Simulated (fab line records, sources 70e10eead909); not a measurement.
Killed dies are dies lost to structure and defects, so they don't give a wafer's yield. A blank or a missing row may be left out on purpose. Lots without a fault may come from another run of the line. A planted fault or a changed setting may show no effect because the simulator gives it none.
fab line records | flow nand_harc
record lots=13 wafers=39 last_day=34
route steps=1302 shown A_ZERO_WELL@403 A_ONON_D1@428 END@1302
lots that met no fault: from a run of the same line without faults
start_h: hours from the record's first day to the start of the lot's first wafer shown | wait_h: hours since the lot's step before | " the same as in the row above | L1.1+2: a row that stands for several wafers | - no value, or no start given | * or withheld: withheld | < > ~ a bound
route shown NAME@n: a module of which the file shows steps, and the number in the route of the first | usual: mean/standard deviation of fault-free wafers | same: alike in all rows | chamber/n: place in a boat | sites: the reading at each site | _std_site: their standard deviation | _edge_site: outer sites' mean less inner sites' | radius_mm: how far each site lies from the wafer's centre | mask NAME#n: copy n | behind: the tool/chamber that last shaped the wafer | hold: why the lot was held/for how many hours/how that ended | device: the transistor (n, p or np) that didn't switch | end of line: the same wafers' tests at the end of the route | a step without rows: its recipe alone | killed: dies lost to structure and defects at the first sort, not the wafer's yield | map: a wafer's dies, x killed, . not, _ none there
set.NAME: the setting as run; set.NAME@STEP: as run at that earlier step | model.NAME: the simulator's own value behind a step, which no gauge read
steps of the route over a sample of lots; a table a step, a row a wafer
services: from which hour (start_h, from the record's first day; less than 0 if before it) a tool's chamber was out of use, for how many hours, and why
## steps
# step NHARC_A_ZERO_WELL_DESCUM_12
# recipe time_s=3 o2_flow_sccm=200 ar_flow_sccm=0 bias_power_w=0 chemistry=O2
# usual drypump_motor_current_A=6.0/0.4 mfc_ar_sccm=0.016/0.014 oes_product_au=0.999/0.0091 rf_vpp_V=58.0/0.88 showerhead_plenum_p_Torr=1.94/0.079 throttle_valve_pct=11.311/0.0092
# columns lot.wafer tool chamber start_h wait_h drypump_motor_current_A mfc_ar_sccm oes_product_au rf_hours_counter_h rf_vpp_V showerhead_plenum_p_Torr throttle_valve_pct
L844.4 rie_diel-04 2 152.08 - 6.0 0.013 1.006 24 57.1 2.04 11.307
L844.3 " 0 " " 6.4 0 1.008 24 59.4 1.94 11.300
L844.5 " 2 " " 6.0 0.013 1.013 - 57.2 2.04 11.314
L845.3 rie_diel-09 2 154.00 - 5.1 0.027 0.994 0 58.4 1.85 11.308
L845.2 " 3 " " 6.1 0.039 1.012 0 59.0 1.96 11.301
L845.5 " 2 " " 5.1 0.027 0.998 - 58.7 1.85 11.300
L848.2 rie_diel-09 0 178.40 - 6.1 0.032 1.004 0 57.5 2.06 11.304
L848.4 " 1 " " 6.3 0.012 0.993 0 58.8 1.93 11.308
L848.1 " 2 " " 5.1 0.027 0.988 0 56.8 1.85 11.305
L849.2 rie_diel-09 2 192.79 - 5.1 0.027 0.992 1 58.1 1.85 11.319
L849.5 " 1 " " 6.3 0.012 0.974 - 57.4 1.93 11.298
L849.6 " 2 " " 5.1 0.027 0.994 - 58.2 1.85 11.315
L854.3 rie_diel-04 3 229.57 - 6.0 0 1.007 7 58.9 2.03 11.294
L854.1 " 1 " " 6.1 0 0.998 9 58.3 1.95 11.315
L854.5 " 3 " " 6.0 0 1.006 - 58.4 2.03 11.306
L853.3 rie_diel-01 3 230.22 - 5.7 0 0.992 5 57.5 1.87 11.320
L853.1 " 1 " " 5.9 0 1.001 4 59.1 1.96 11.299
L853.4 " 1 " " 5.9 0 1.006 - 58.1 1.96 11.309
L855.4 rie_diel-09 2 246.05 - 5.1 0.027 0.997 2 57.7 1.85 11.325
L855.3 " 0 " " 6.1 0.032 1.001 2 58.6 2.06 11.307
L855.5 " 1 " " 6.2 0.012 0.992 - 58.2 1.93 11.318
L858.1 rie_diel-09 0 282.10 - 6.1 0.032 1.009 4 57.9 2.06 11.317
L858.4 " 2 " " 5.1 0.027 1.009 4 57.6 1.85 11.324
L858.6 " 0 " " 6.1 0.032 1.006 - 57.8 2.06 11.303
L857.4 rie_diel-01 1 284.85 - 5.9 0 0.996 20 57.4 1.95 11.322
L857.1 " 0 " " 5.5 0.018 0.996 16 55.3 1.77 11.312
L857.6 " 2 " " 6.2 0 1.004 - 58.9 1.80 11.314
L864.4 rie_diel-04 0 336.49 - 6.4 0 0.994 25 56.9 1.93 11.305
L864.3 " 1 " " 6.1 0 1.004 29 57.0 1.94 11.307
L864.1 " 3 " " 6.0 0 1.009 24 59.6 2.02 11.312
L865.3 rie_diel-09 1 350.93 - 6.3 0.012 1.001 1 59.0 1.93 11.312
L865.4 " 2 " " 5.1 0.027 0.995 1 57.1 1.85 11.304
L865.6 " 2 " " 5.1 0.027 1.002 - 57.3 1.85 11.306
L866.3 rie_diel-01 2 356.68 - 6.2 0 1.010 43 57.2 1.79 11.314
L866.1 " 3 " " 5.7 0 1.007 41 56.5 1.85 11.303
L866.6 " 2 " " 6.2 0 1.005 - 59.3 1.79 11.311
L867.2 rie_diel-09 3 365.24 - 6.1 0.039 0.982 2 57.4 1.96 11.321
L867.1 " 0 " " 6.1 0.032 0.995 2 58.3 2.06 11.314
L867.5 " 1 " " 6.2 0.012 0.985 - 58.4 1.92 11.335
# step NHARC_A_ZERO_WELL_INSPECT_17
# usual raw_defect_count=11/6.2
# columns lot.wafer tool chamber start_h wait_h raw_defect_count
L844.3 defect_inspect-02 - 153.40 0.1 9
L844.4 " - " " 20
L844.5 " - " " 14
L845.2 defect_inspect-01 - 155.33 0.1 7
L845.3 " - " " 10
L845.5 " - " " 14
L848.1 defect_inspect-02 - 179.70 0.2 23
L848.2 " - " " 9
L848.4 " - " " 20
L849.2 defect_inspect-01 - 194.09 0.1 4
L849.5 " - " " 7
L849.6 " - " " 6
L854.1 defect_inspect-02 - 230.88 0.2 14
L854.3 " - " " 12
L854.5 " - " " 10
L853.1 defect_inspect-02 - 231.56 0.2 14
L853.3 " - " " 24
L853.4 " - " " 25
L855.3 defect_inspect-01 - 247.35 0.1 9
L855.4 " - " " 12
L855.5 " - " " 11
L858.1 defect_inspect-02 - 283.41 0.2 7
L858.4 " - " " 20
L858.6 " - " " 20
L857.1 defect_inspect-02 - 286.14 0.2 6
L857.4 " - " " 17
L857.6 " - " " 8
L864.1 defect_inspect-02 - 337.85 0.2 24
L864.3 " - " " 23
L864.4 " - " " 32
L865.3 defect_inspect-01 - 352.23 0.1 14
L865.4 " - " " 4
L865.6 " - " " 6
L866.1 defect_inspect-02 - 357.98 0.2 14
L866.3 " - " " 7
L866.6 " - " " 10
L867.1 defect_inspect-02 - 366.52 0.2 8
L867.2 " - " " 19
L867.5 " - " " 15
# step NHARC_A_ONON_D1_DEP_06
# recipe target_thk_a=10000 n2_flow_sccm=2750 n2o_flow_sccm=2000 nh3_flow_sccm=500 sih4_flow_sccm=210 temp_c=400
# columns lot.wafer tool chamber start_h wait_h
L845.2+3+5 pecvd_onon-04 0 175.05 0.1
L844.3+4+5 pecvd_onon-01 0 175.12 0.2
L848.1+2+4 pecvd_onon-01 0 201.40 0.1
L849.2+5+6 pecvd_onon-04 0 217.76 0.1
L853.1+3+4 pecvd_onon-01 0 254.99 0.1
L854.1+3+5 pecvd_onon-04 0 255.01 0.1
L855.3+4+5 pecvd_onon-04 0 270.96 0.2
L858.1+4+6 pecvd_onon-01 0 305.76 0.1
L857.1+4+6 pecvd_onon-04 0 305.81 0.1
L864.1+3+4 pecvd_onon-02 0 358.77 0.1
L865.3+4+6 pecvd_onon-01 0 374.66 0.2
L866.1+3+6 pecvd_onon-02 0 379.21 0.1
L867.1+2+5 pecvd_onon-02 0 389.24 0.1
# step NHARC_A_ONON_D1_THK_MEAS_08
# recipe thk_meas_gauge=ellipsometry
# usual thk_nm=999/11
# columns lot.wafer tool chamber start_h wait_h hold thk_nm
L845.2 film_metro-01 - 175.50 - - 1001
L845.3 " - " " - 1000
L845.5 " - " " - 1000
L844.3 film_metro-02 - 175.52 - - 1000
L844.4 " - " " - 1000
L844.5 " - " " - 1000
L848.1 film_metro-01 - 201.91 - - 998
L848.2 " - " " - 1001
L848.4 " - " " - 1000
L849.2 film_metro-01 - 218.21 - - 1011
L849.5 " - " " - 1014
L849.6 " - " " - 1012
L853.1 film_metro-01 - 255.50 - - 1016
L853.3 " - " " - 1016
L853.4 " - " " - 1014
L854.1 film_metro-02 - 255.52 - - 984
L854.3 " - " " - 983
L854.5 " - " " - 985
L855.3 film_metro-01 - 271.35 - await_dispo/0.2h/release 1591
L855.4 " - " " await_dispo/0.2h/release 1595
L855.5 " - " " await_dispo/0.2h/release 1595
L855.3 film_metro-01 - 271.53 0.2 - 1593
L855.4 " - " " - 1594
L855.5 " - " " - 1594
L858.1 film_metro-02 - 306.27 - - 987
L858.4 " - " " - 989
L858.6 " - " " - 989
L857.1 film_metro-02 - 306.32 - await_dispo/0.2h/release 1620
L857.4 " - " " await_dispo/0.2h/release 1619
L857.6 " - " " await_dispo/0.2h/release 1620
L857.1 film_metro-02 - 306.49 0.2 - 1618
L857.4 " - " " - 1620
L857.6 " - " " - 1619
L864.1 film_metro-02 - 359.28 - - 999
L864.3 " - " " - 996
L864.4 " - " " - 999
L865.3 film_metro-01 - 375.05 - - 984
L865.4 " - " " - 984
L865.6 " - " " - 982
L866.1 film_metro-01 - 379.72 - - 986
L866.3 " - " " - 984
L866.6 " - " " - 985
L867.1 film_metro-01 - 389.75 - - 1000
L867.2 " - " " - 998
L867.5 " - " " - 998
# step NHARC_A_ONON_D1_THK_MEAS_18
# recipe thk_meas_gauge=ellipsometry
# usual thk_nm=999/7.3
# columns lot.wafer tool chamber start_h wait_h thk_nm
L845.2 film_metro-01 - 184.65 - 985
L845.3 " - " " 987
L845.5 " - " " 985
L844.3 film_metro-02 - 184.66 - 998
L844.4 " - " " 998
L844.5 " - " " 998
L848.1 film_metro-02 - 210.58 - 994
L848.2 " - " " 993
L848.4 " - " " 993
L849.2 film_metro-01 - 228.97 - 997
L849.5 " - " " 996
L849.6 " - " " 996
L853.1 film_metro-02 - 264.46 - 1002
L853.3 " - " " 1000
L853.4 " - " " 1002
L854.1 film_metro-01 - 264.46 - 999
L854.3 " - " " 998
L854.5 " - " " 999
L858.1 film_metro-02 - 316.60 - 992
L858.4 " - " " 991
L858.6 " - " " 993
L864.1 film_metro-02 - 368.23 - 1003
L864.3 " - " " 1001
L864.4 " - " " 1000
L865.3 film_metro-01 - 384.20 - 997
L865.4 " - " " 996
L865.6 " - " " 996
L866.1 film_metro-02 - 388.46 - 1000
L866.3 " - " " 999
L866.6 " - " " 998
L867.1 film_metro-02 - 398.58 - 1012
L867.2 " - " " 1012
L867.5 " - " " 1013
# step NHARC_END_SORT_01
# recipe temp_c=25
# usual defect_limited_yield=93.3/1.5 killed_at_array=41/10 killed_at_other=0.8/0.91 killed_at_periphery=4.2/2.9 killed_dies=46/10 killed_open=3.5/2.1 killed_short=2.5/1.6 sort_bin_2_pct=2.4/0.71 sort_bin_3_pct=0.6/0.33 sort_bin_4_pct=3.8/0.93 sort_n_pass=631/10 sort_rim_yield_pct=86/4.5 sort_yield_pct=93.3/1.5
# same gross_dies=677 sort_bin_5_pct[%]=0 sort_bin_6_pct[%]=0 sort_bin_7_pct[%]=0 sort_bin_8_pct[%]=0 sort_rim_n_gross=106.00
# columns lot.wafer tool chamber start_h wait_h defect_limited_yield[%] killed_at_array killed_at_other killed_at_periphery killed_dies killed_open killed_short sort_bin_2_pct[%] sort_bin_3_pct[%] sort_bin_4_pct[%] sort_n_pass sort_rim_yield_pct[%] sort_yield_pct[%]
L864.1 prober-02 0 739.54 2.5 93.4 44 0 1 45 2 2 2.1 0.7 3.8 632 87 93.4
L864.3 prober-02 0 741.14 3.1 93.4 38 1 6 45 6 3 1.9 0.1 4.6 632 81 93.4
L864.4 prober-02 0 741.94 3.4 94.4 31 0 7 38 1 5 2.1 0.1 3.4 639 91 94.4
# killed by level:class
L864.1 A_CHANNEL_HOLE_D2:chamber_film_flake=19 A_CONTACT:chamber_film_flake=10 A_CHANNEL_HOLE_D1:chamber_film_flake=6 A_SLIT:chamber_film_flake=2 A_SOURCE_PLATE:geometric_particle:open=1 A_DECK1_JOINT:geometric_particle:short=1 A_CHANNEL_FILL_D2:geometric_particle:short=1 A_WL_FILL:geometric_particle:open=1
L864.3 A_CHANNEL_HOLE_D2:chamber_film_flake=11 A_STAIRCASE:chamber_film_flake=7 A_SLIT:chamber_film_flake=7 P_GATE:chamber_film_flake=3 A_CHANNEL_HOLE_D1:chamber_film_flake=3 A_CONTACT:chamber_film_flake=3 P_CONTACT:geometric_particle:open=1 P_M1:geometric_particle:open=1
L864.4 A_CHANNEL_HOLE_D2:chamber_film_flake=8 A_CHANNEL_HOLE_D1:chamber_film_flake=5 A_CONTACT:chamber_film_flake=5 A_SLIT:chamber_film_flake=4 A_ONON_D1:geometric_particle:short=3 P_GATE:chamber_film_flake=3 A_STAIRCASE:chamber_film_flake=3 P_CONTACT:geometric_particle:open=1
## services
# columns tool chamber start_h hours kind
pecvd_onon-04 - 135.48 13.0 pm
rie_diel-09 - 143.10 9.0 pm
rie_diel-04 - 145.43 0.6 repair
rie_diel-04 1 154.89 5.2 repair
rie_diel-01 2 173.34 3.9 repair
rie_diel-04 - 177.94 9.0 pm
pecvd_onon-02 - 185.04 13.0 pm
rie_diel-01 3 189.30 11.1 repair
rie_diel-01 - 203.83 9.0 pm
rie_diel-01 0 225.69 10.8 repair
rie_diel-09 2 248.40 6.9 repair
pecvd_onon-04 - 249.50 1.2 repair
pecvd_onon-01 - 267.05 3.5 repair
rie_diel-09 - 273.24 0.6 repair
pecvd_onon-01 - 287.94 5.8 repair
rie_diel-09 0 295.79 1.7 repair
pecvd_onon-04 - 316.48 13.0 pm
rie_diel-09 - 320.10 9.0 pm
rie_diel-01 3 341.35 4.0 repair
rie_diel-04 - 354.99 9.0 pm
pecvd_onon-02 - 366.04 13.0 pm
rie_diel-04 3 374.22 10.2 repair
rie_diel-09 0 374.49 11.4 repair
rie_diel-04 0 385.40 3.0 repair
## key
first_sign step=NHARC_A_ONON_D1_THK_MEAS_08 reading=visit direction=added
effect step=NHARC_A_ONON_D1_THK_MEAS_08 reading=thk_nm direction=up sigmas=56 usual=999 struck=1606
met_at NHARC_A_ONON_D1_DEP_06
struck_lots L855,L857
scrapped_behind NHARC_A_ONON_D1_THK_MEAS_08 L855.3,L855.4,L855.5,L857.1,L857.4,L857.6
not_acting_at NHARC_A_ZERO_WELL_DESCUM_12,NHARC_A_ZERO_WELL_INSPECT_17,NHARC_A_ONON_D1_THK_MEAS_18
onset_between 255.01 270.96
fault kind=process_parameter_drift tool=pecvd_onon-04 chamber=- onset_h=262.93 steps=NHARC_A_ONON_D1_DEP_06 channel=target_thk_a offset=* shape=step end_h=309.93 acts_in=* stated=*
